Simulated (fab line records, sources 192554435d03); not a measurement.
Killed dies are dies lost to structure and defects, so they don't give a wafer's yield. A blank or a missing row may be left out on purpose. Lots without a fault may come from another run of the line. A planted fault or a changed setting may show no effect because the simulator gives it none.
fab line records | flow n5_finfet | part 2 of 2: steps 5 to 6 of 6
record lots=22 wafers=66 last_day=18
route steps=1938 shown GATE_CUT@475 MOL_CONTACT_COAG@532
lots that met no fault: from a run of the same line without faults
start_h: hours from the record's first day to the start of the lot's first wafer shown | wait_h: hours since the lot's step before | " the same as in the row above | L1.1+2: a row that stands for several wafers | - no value, or no start given | * or withheld: withheld | < > ~ a bound
route shown NAME@n: a module of which the file shows steps, and the number in the route of the first | usual: mean/standard deviation of fault-free wafers | same: alike in all rows | chamber/n: place in a boat | sites: the reading at each site | _std_site: their standard deviation | _edge_site: outer sites' mean less inner sites' | radius_mm: how far each site lies from the wafer's centre | mask NAME#n: copy n | behind: the tool/chamber that last shaped the wafer | hold: why the lot was held/for how many hours/how that ended | device: the transistor (n, p or np) that didn't switch | end of line: the same wafers' tests at the end of the route | a step without rows: its recipe alone | killed: dies lost to structure and defects at the first sort, not the wafer's yield | map: a wafer's dies, x killed, . not, _ none there
set.NAME: the setting as run; set.NAME@STEP: as run at that earlier step | model.NAME: the simulator's own value behind a step, which no gauge read
steps of the route over a sample of lots; a table a step, a row a wafer
services: from which hour (start_h, from the record's first day; less than 0 if before it) a tool's chamber was out of use, for how many hours, and why
## steps
# step N5_MOL_CONTACT_COAG_ETCH_106
# recipe chemistry=N2/H2 target=SOC target_depth_a=800 overetch_a=160 mask_material=SiARC temp_c=40 time_s=120 ion_energy_ev=200 pressure_mtorr=30 source_w=840 bias_w=150 n2_flow_sccm=200 h2_flow_sccm=200
# usual chamber_pressure_mTorr=29.998/0.028 drypump_motor_current_A=5.6/0.56 oes_product_au=0.68/0.074 rf_vpp_V=523.7/2.6 showerhead_plenum_p_Torr=2.53/0.092 throttle_valve_pct=17.8/0.31
# columns lot.wafer tool chamber start_h wait_h chamber_pressure_mTorr drypump_motor_current_A oes_product_au rf_hours_counter_h rf_vpp_V showerhead_plenum_p_Torr throttle_valve_pct
L074.4 rie_diel-01 3 86.46 0.0 29.974 5.7 0.61 233 521.7 2.50 17.8
L074.5 " 3 " " 30.040 5.7 0.61 - 522.2 2.50 17.8
L074.6 " 0 " " 30.022 6.0 0.65 - 526.2 2.65 17.9
L076.2 rie_diel-03 3 99.91 0.0 30.042 6.4 0.70 98 521.9 2.46 18.1
L076.3 " 2 " " 30.005 4.7 0.63 217 523.9 2.52 17.9
L076.4 " 3 " " 29.986 6.4 0.70 - 520.1 2.46 18.1
L077.3 rie_diel-05 0 109.26 0.0 29.938 5.3 0.65 162 524.6 2.53 17.4
L077.4 " 3 " " 30.006 4.8 0.66 168 526.8 2.65 17.8
L077.5 " 1 " " 30.049 5.4 0.66 - 523.2 2.51 17.7
L078.1 rie_diel-03 0 111.46 0.0 30.015 5.2 0.62 245 521.0 2.38 17.9
L078.2 " 3 " " 29.979 6.4 0.70 102 520.8 2.46 18.1
L078.4 " 2 " " 30.048 4.7 0.63 - 523.8 2.52 17.9
L079.1 rie_diel-03 2 119.82 0.0 29.956 4.7 0.62 225 523.5 2.52 17.9
L079.3 " 0 " " 29.994 5.2 0.61 249 520.2 2.38 17.9
L079.4 " 3 " " 29.994 6.4 0.70 106 520.4 2.46 18.1
L080.1 rie_diel-01 1 127.68 0.0 30.013 5.9 0.65 159 528.4 2.63 17.9
L080.2 " 0 " " 29.969 6.0 0.64 188 526.6 2.64 17.9
L080.5 " 3 " " 29.978 5.7 0.60 - 522.7 2.50 17.8
L081.2 rie_diel-01 0 130.07 0.0 29.967 6.0 0.64 190 525.2 2.64 17.9
L081.3 " 3 " " 30.003 5.7 0.60 251 522.3 2.50 17.8
L081.6 " 3 " " 30.076 5.7 0.60 - 522.5 2.50 17.8
L082.1 rie_diel-03 2 138.16 0.0 29.930 4.7 0.61 234 523.4 2.51 17.9
L082.4 " 3 " " 29.981 6.5 0.69 - 522.1 2.45 18.1
L082.5 " 2 " " 29.957 4.7 0.62 - 523.1 2.51 17.9
L083.3 rie_diel-05 3 140.02 0.0 29.978 4.8 0.65 178 526.0 2.65 17.8
L083.5 " 1 " " 30.021 5.4 0.66 - 523.6 2.51 17.7
L083.6 " 2 " " 30.023 6.3 0.64 - 521.7 2.44 18.2
L084.3 rie_diel-03 3 146.79 0.0 30.021 6.5 0.68 119 522.8 2.45 18.1
L084.4 " 1 " " 30.011 5.4 0.80 16 522.5 2.47 17.2
L084.6 " 0 " " 30.013 5.2 0.85 - 527.6 2.70 17.5
L085.1 rie_diel-03 1 155.43 0.0 29.998 5.4 0.79 18 522.9 2.47 17.2
L085.3 " 2 " " 30.037 4.7 0.62 240 522.9 2.51 17.9
L085.5 " 3 " " 30.021 6.5 0.68 - 521.0 2.45 18.1
L086.1 rie_diel-05 0 162.29 0.0 30.009 5.2 0.65 180 523.8 2.52 17.5
L086.2 " 3 " " 30.008 4.8 0.65 186 527.1 2.64 17.8
L086.6 " 3 " " 29.984 4.8 0.64 - 526.9 2.64 17.8
L087.1 rie_diel-01 0 170.87 0.0 30.029 6.0 0.63 208 526.3 2.63 17.9
L087.5 " 0 " " 29.986 6.0 0.63 - 526.6 2.63 17.9
L087.6 " 2 " " 30.016 5.6 0.83 - 526.5 2.71 17.3
L088.1 rie_diel-03 3 173.01 0.0 30.029 6.5 0.67 128 520.8 2.45 18.1
L088.2 " 2 " " 29.989 4.7 0.61 246 523.6 2.51 17.9
L088.5 " 2 " " 29.956 4.7 0.61 - 523.7 2.51 17.9
L089.3 rie_diel-03 0 179.29 0.0 29.946 5.2 0.82 12 530.9 2.69 17.5
L089.5 " 2 " " 29.991 4.7 0.61 - 523.4 2.51 17.9
L089.6 " 3 " " 30.044 6.4 0.68 - 520.4 2.45 18.1
L091.2 rie_diel-03 1 192.12 0.0 29.999 5.4 0.78 31 522.0 2.46 17.2
L091.3 " 0 " " 29.992 5.2 0.81 17 528.8 2.69 17.5
L091.5 " 0 " " 29.953 5.2 0.81 - 528.4 2.69 17.5
L092.1 rie_diel-05 3 195.17 0.0 29.997 4.8 0.63 196 525.6 2.64 17.9
L092.4 " 0 " " 29.953 5.2 0.64 191 524.7 2.51 17.5
L092.6 " 3 " " 30.002 4.8 0.64 - 525.8 2.64 17.9
L093.1 rie_diel-03 3 203.31 0.0 30.020 6.5 0.67 139 521.4 2.44 18.1
L093.2 " 1 " " 30.031 5.4 0.78 35 520.7 2.46 17.2
L093.6 " 0 " " 30.029 5.2 0.80 - 527.2 2.69 17.5
L094.3 rie_diel-03 0 210.23 0.0 29.991 5.2 0.79 24 528.9 2.69 17.5
L094.4 " 3 " " 29.979 6.5 0.67 142 521.4 2.44 18.1
L094.6 " 0 " " 29.968 5.2 0.78 - 529.1 2.69 17.5
L095.1 rie_diel-05 0 217.81 0.0 30.010 5.2 0.63 198 524.0 2.51 17.5
L095.5 " 0 " " 30.016 5.2 0.63 - 522.8 2.51 17.5
L095.6 " 1 " " 30.014 5.4 0.65 - 522.1 2.50 17.8
L096.1 rie_diel-01 1 221.55 0.0 30.017 5.9 0.63 196 526.5 2.62 17.9
L096.2 " 2 " " 29.966 5.5 0.79 31 527.7 2.70 17.3
L096.4 " 3 " " 29.965 5.7 0.79 21 522.2 2.48 17.4
L097.3 rie_diel-05 1 228.48 0.1 30.025 5.4 0.64 - 524.0 2.50 17.8
L097.4 " 2 " " 30.016 6.2 0.62 - 519.9 2.43 18.2
L097.6 " 1 " " 30.015 5.4 0.64 - 523.2 2.50 17.8
# step N5_MOL_CONTACT_COAG_PRE_CLEAN_142
# recipe gas=H2/He time_s=60 temp_c=300
# usual heater_power_w=511/47 susceptor_temp_C=299.99/0.2
# columns lot.wafer tool chamber start_h wait_h heater_power_w susceptor_temp_C
L074.4 pvd_sputter-03 - 92.93 1.4 464 300.16
L074.5 " - " " 527 300.15
L074.6 " - " " 459 299.74
L076.2 pvd_sputter-03 - 106.11 1.2 541 300.08
L076.3 " - " " 525 300.18
L076.4 " - " " 462 299.70
L077.3 pvd_sputter-02 - 114.70 1.8 571 299.85
L077.4 " - " " 496 299.88
L077.5 " - " " 512 300.07
L078.1 pvd_sputter-02 - 119.40 2.4 422 299.87
L078.2 " - " " 509 299.68
L078.4 " - " " 512 300.21
L079.1 pvd_sputter-03 - 124.30 1.6 553 299.81
L079.3 " - " " 463 299.76
L079.4 " - " " 466 300.53
L080.1 pvd_sputter-02 - 132.35 1.9 426 299.82
L080.2 " - " " 521 299.77
L080.5 " - " " 429 299.84
L081.2 pvd_sputter-01 - 138.14 4.4 509 300.31
L081.3 " - " " 565 299.80
L081.6 " - " " 582 300.11
L082.1 pvd_sputter-01 - 143.15 0.8 584 300.01
L082.4 " - " " 473 299.82
L082.5 " - " " 578 300.11
L083.3 pvd_sputter-03 - 146.29 2.7 471 300.13
L083.5 " - " " 458 299.68
L083.6 " - " " 473 300.06
L084.3 pvd_sputter-02 - 150.39 0.5 500 299.87
L084.4 " - " " 560 299.93
L084.6 " - " " 414 300.34
L085.1 pvd_sputter-03 - 159.63 1.2 469 300.06
L085.3 " - " " 523 299.81
L085.5 " - " " 575 299.84
L086.1 pvd_sputter-03 - 166.28 1.5 451 299.51
L086.2 " - " " 506 300.27
L086.6 " - " " 468 299.76
L087.1 pvd_sputter-03 - 180.46 4.7 455 299.81
L087.5 " - " " 505 300.05
L087.6 " - " " 463 300.08
L088.1 pvd_sputter-03 - 180.96 4.1 553 300.09
L088.2 " - " " 464 300.06
L088.5 " - " " 542 300.13
L089.3 pvd_sputter-02 - 185.85 2.1 576 299.83
L089.5 " - " " 578 300.11
L089.6 " - " " 509 299.68
L091.2 pvd_sputter-01 - 196.52 0.6 569 299.97
L091.3 " - " " 487 299.88
L091.5 " - " " 571 299.85
L092.1 pvd_sputter-01 - 199.94 2.2 506 299.82
L092.4 " - " " 593 299.92
L092.6 " - " " 568 300.11
L093.1 pvd_sputter-02 - 208.26 1.8 426 300.03
L093.2 " - " " 492 300.21
L093.6 " - " " 521 299.58
L094.3 pvd_sputter-03 - 217.10 2.7 456 300.32
L094.4 " - " " 549 300.04
L094.6 " - " " 520 300.01
L095.1 pvd_sputter-01 - 224.49 2.4 593 300.21
L095.5 " - " " 507 299.99
L095.6 " - " " 481 299.93
L096.1 pvd_sputter-01 - 226.93 1.5 577 300.29
L096.2 " - " " 483 299.99
L096.4 " - " " 508 300.11
L097.3 pvd_sputter-02 - 233.88 2.1 511 300.22
L097.4 " - " " 507 299.64
L097.6 " - " " 560 299.84
## services
# columns tool chamber start_h hours kind
rie_diel-03 2 62.77 34.7 repair
rie_diel-05 - 71.97 0.2 repair
rie_diel-01 2 91.24 11.0 repair
rie_diel-05 1 93.44 4.1 repair
rie_diel-04 2 105.53 3.5 repair
cmp-01 - 132.40 5.5 pm
cmp-02 - 132.78 4.0 pm
rie_diel-02 0 133.14 - clean
rie_diel-02 0 133.14 - consumable_replace:focus_ring
rie_diel-02 0 133.14 16.0 scheduled_down
rie_diel-02 0 133.14 16.0 vent_cycle
cmp-02 - 136.78 - consumable_replace:conditioner
cmp-02 - 136.78 - consumable_replace:pad
rie_diel-04 2 140.05 19.5 repair
pvd_sputter-03 - 155.67 1.6 repair
pvd_sputter-01 - 176.49 2.6 repair
rie_diel-04 3 180.80 1.6 repair
cmp-03 - 190.45 4.0 pm
cmp-03 - 194.45 - consumable_replace:conditioner
cmp-03 - 194.45 - consumable_replace:pad
cmp-01 - 198.85 1.9 repair
cmp-02 - 215.11 6.7 pm
rie_diel-02 1 222.31 5.3 repair
rie_diel-05 3 226.98 4.9 repair
